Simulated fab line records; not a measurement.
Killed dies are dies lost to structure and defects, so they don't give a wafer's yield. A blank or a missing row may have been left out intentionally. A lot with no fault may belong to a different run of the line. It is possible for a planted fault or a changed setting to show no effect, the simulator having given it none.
Chamber matching -- flow nand_harc -- NHARC_P_M0_PRE_CLEAN_31 on pecvd-04 has 3 sister chambers
The step time 12 s. 3 wafers are shown with their chamber, then 10 later ones without.

== WAFERS, EACH WITH ITS CHAMBER ==
wafer,chamber,heater_power_w (W)
L087.4,0,738
L094.3,1,702
L094.4,2,628

== WAFERS MISSING THEIR CHAMBER ==
wafer,heater_power_w (W)
L094.6,675
L095.2,704
L095.4,690
L095.6,728
L096.3,706
L096.4,711
L096.6,671
L097.2,695
L097.3,719
L097.5,698

== CHAMBER TAKEN BY EACH ==
wafer,from the rows above,in truth
L094.6,can't be placed: 1 or 2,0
L095.2,1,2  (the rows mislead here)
L095.4,1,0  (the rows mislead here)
L095.6,can't be placed: 0 or 1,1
L096.3,can't be placed: 1 or 0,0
L096.4,can't be placed: 1 or 0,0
L096.6,can't be placed: 1 or 2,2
L097.2,1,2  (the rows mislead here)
L097.3,can't be placed: 1 or 0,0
L097.5,1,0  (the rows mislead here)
0 of 10 placed correctly. These rows do not allow placing 6 (true chamber among the candidates in 5). Wrongly placed: 4.
How it was worked out, from the rows above alone: a wafer's distance from a chamber is the root of the sum, over the readings, of the square of ((its reading less the chamber's mean) divided by the reading's scatter). If the next closest chamber is less than 2 further off than the closest, the wafer can't be placed; otherwise it belongs to the closest. Each chamber's mean is taken over the wafers shown for it. The scatter: with one shown wafer a chamber, the root of the mean of the squares of how far each hidden wafer lies from its nearest shown one.
